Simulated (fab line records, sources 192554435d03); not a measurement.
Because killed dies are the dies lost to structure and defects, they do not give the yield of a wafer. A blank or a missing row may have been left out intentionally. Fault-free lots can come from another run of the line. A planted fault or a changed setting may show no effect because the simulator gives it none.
Lot-split experiment / flow n5_finfet / route with 1938 steps; 7 lots, 21 wafers read

## THE SPLIT ITSELF
At N5_BEOL_M6_ETCH_66 (etches SOC in N2/H2, target depth 80 nm, overetch 16 nm, time 120 s), the setting bias_w was moved away from the recipe's 150 W on 4 of the 21 wafers read, by -13.0% to +15.7%. All remaining wafers had this setting at the recipe value.

Reading taken at the split's own step.

## THE READING
rf_vpp_V, in V, at N5_BEOL_M6_ETCH_66 (etches SOC in N2/H2, target depth 80 nm, overetch 16 nm, time 120 s). Fault-free wafers of this fab line usually give 522.6 V, standard deviation 2 V.

wafer=L076.2; tool, chamber at the split=rie_diel-03, 1; bias_w as run, W=157.5; against the recipe=+5.0%; rf_vpp_V, V=539.8; against lot-mates on the recipe=+14.4
wafer=L076.4; tool, chamber at the split=rie_diel-03, 2; bias_w as run, W=150; against the recipe=recipe; rf_vpp_V, V=528.3; against lot-mates on the recipe=-
wafer=L076.5; tool, chamber at the split=rie_diel-03, 1; bias_w as run, W=150; against the recipe=recipe; rf_vpp_V, V=522.5; against lot-mates on the recipe=-
wafer=L083.3; tool, chamber at the split=rie_diel-06, 2; bias_w as run, W=150; against the recipe=recipe; rf_vpp_V, V=525.2; against lot-mates on the recipe=-
wafer=L083.4; tool, chamber at the split=rie_diel-06, 0; bias_w as run, W=150; against the recipe=recipe; rf_vpp_V, V=523.6; against lot-mates on the recipe=-
wafer=L083.5; tool, chamber at the split=rie_diel-06, 0; bias_w as run, W=130.5; against the recipe=-13.0%; rf_vpp_V, V=479.0; against lot-mates on the recipe=-45.4
wafer=L086.1; tool, chamber at the split=rie_diel-06, 1; bias_w as run, W=173.5; against the recipe=+15.7%; rf_vpp_V, V=570.8; against lot-mates on the recipe=+46.8
wafer=L086.3; tool, chamber at the split=rie_diel-06, 2; bias_w as run, W=150; against the recipe=recipe; rf_vpp_V, V=523.7; against lot-mates on the recipe=-
wafer=L086.5; tool, chamber at the split=rie_diel-06, 2; bias_w as run, W=150; against the recipe=recipe; rf_vpp_V, V=524.2; against lot-mates on the recipe=-
wafer=L089.1; tool, chamber at the split=rie_diel-06, 3; bias_w as run, W=150; against the recipe=recipe; rf_vpp_V, V=522.4; against lot-mates on the recipe=-
wafer=L089.3; tool, chamber at the split=rie_diel-06, 2; bias_w as run, W=150; against the recipe=recipe; rf_vpp_V, V=523.8; against lot-mates on the recipe=-
wafer=L089.4; tool, chamber at the split=rie_diel-06, 0; bias_w as run, W=150; against the recipe=recipe; rf_vpp_V, V=522.7; against lot-mates on the recipe=-
wafer=L088.2; tool, chamber at the split=rie_diel-06, 3; bias_w as run, W=150; against the recipe=recipe; rf_vpp_V, V=521.7; against lot-mates on the recipe=-
wafer=L088.3; tool, chamber at the split=rie_diel-06, 2; bias_w as run, W=142.9; against the recipe=-4.7%; rf_vpp_V, V=509.3; against lot-mates on the recipe=-13.4
wafer=L088.6; tool, chamber at the split=rie_diel-06, 2; bias_w as run, W=150; against the recipe=recipe; rf_vpp_V, V=523.7; against lot-mates on the recipe=-
wafer=L085.3; tool, chamber at the split=rie_diel-05, 0; bias_w as run, W=150; against the recipe=recipe; rf_vpp_V, V=521.9; against lot-mates on the recipe=-
wafer=L085.4; tool, chamber at the split=rie_diel-05, 2; bias_w as run, W=150; against the recipe=recipe; rf_vpp_V, V=523.9; against lot-mates on the recipe=-
wafer=L085.5; tool, chamber at the split=rie_diel-05, 3; bias_w as run, W=150; against the recipe=recipe; rf_vpp_V, V=523.0; against lot-mates on the recipe=-
wafer=L095.2; tool, chamber at the split=rie_diel-05, 0; bias_w as run, W=150; against the recipe=recipe; rf_vpp_V, V=520.7; against lot-mates on the recipe=-
wafer=L095.3; tool, chamber at the split=rie_diel-05, 3; bias_w as run, W=150; against the recipe=recipe; rf_vpp_V, V=520.8; against lot-mates on the recipe=-
wafer=L095.5; tool, chamber at the split=rie_diel-05, 2; bias_w as run, W=150; against the recipe=recipe; rf_vpp_V, V=523.7; against lot-mates on the recipe=-

THE FIT
A straight line over all 21 wafers: rf_vpp_V changes by +3.18 V for each +1% of bias_w; r = +0.99; the points scatter about the line by 1.8 V.
The same after taking each lot's own level away (the mean of its wafers on the recipe; 21 wafers): +3.16 V for each +1%; r = +0.99; scatter 1.7 V.
The reading moves by 50 V for the largest change in bias_w, on that fit.
From 521.73 to 525.40 V: that is the span of the lots' own levels, equal to 1.8 times the standard deviation above.
So the lot-to-lot level changes the slope little: the two slopes agree.
Check: +52.4 V against its lot-mates is what the line predicts for one of the wafers moved furthest among these (+15.7%) when that wafer is left out of the fit. It came out at +46.8 V against them.
Tool readings at the split's step, against how far the setting was moved: rf_vpp_V r = +0.99.

## OTHER SPLITS APPLIED TO THESE WAFERS
Note: prior to the reading, these wafers also went through further splits. Each is held against what the fit with the lots' levels taken away leaves over:
other split on the same wafers=N5_BEOL_M5_EXPOSE_25 dose_mj; wafers away from the commonest value=7; r with rf_vpp_V (lot level and that fit taken away)=-0.15

## THE WHOLE CHAIN: every reading that the file lists as answering this split, in the file's order
step=N5_BEOL_M6_ETCH_66; what it does=etches SOC in N2/H2, target depth 80 nm, overetch 16 nm, time 120 s; reading=rf_vpp_V; change (the file's fit)=+3.16 V for each +1% of the setting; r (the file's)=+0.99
step=N5_BEOL_M6_ETCH_66; what it does=etches SOC in N2/H2, target depth 80 nm, overetch 16 nm, time 120 s; reading=SiARC_of_BEOL_M6_COAT_64.thk_nm (the simulator's own value, which no gauge read); change (the file's fit)=-0.0737 nm for each +1% of the setting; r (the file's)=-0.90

## FILE'S OWN FIT
rf_vpp_V changes by +3.16 V for each +1% of bias_w, r = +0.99.
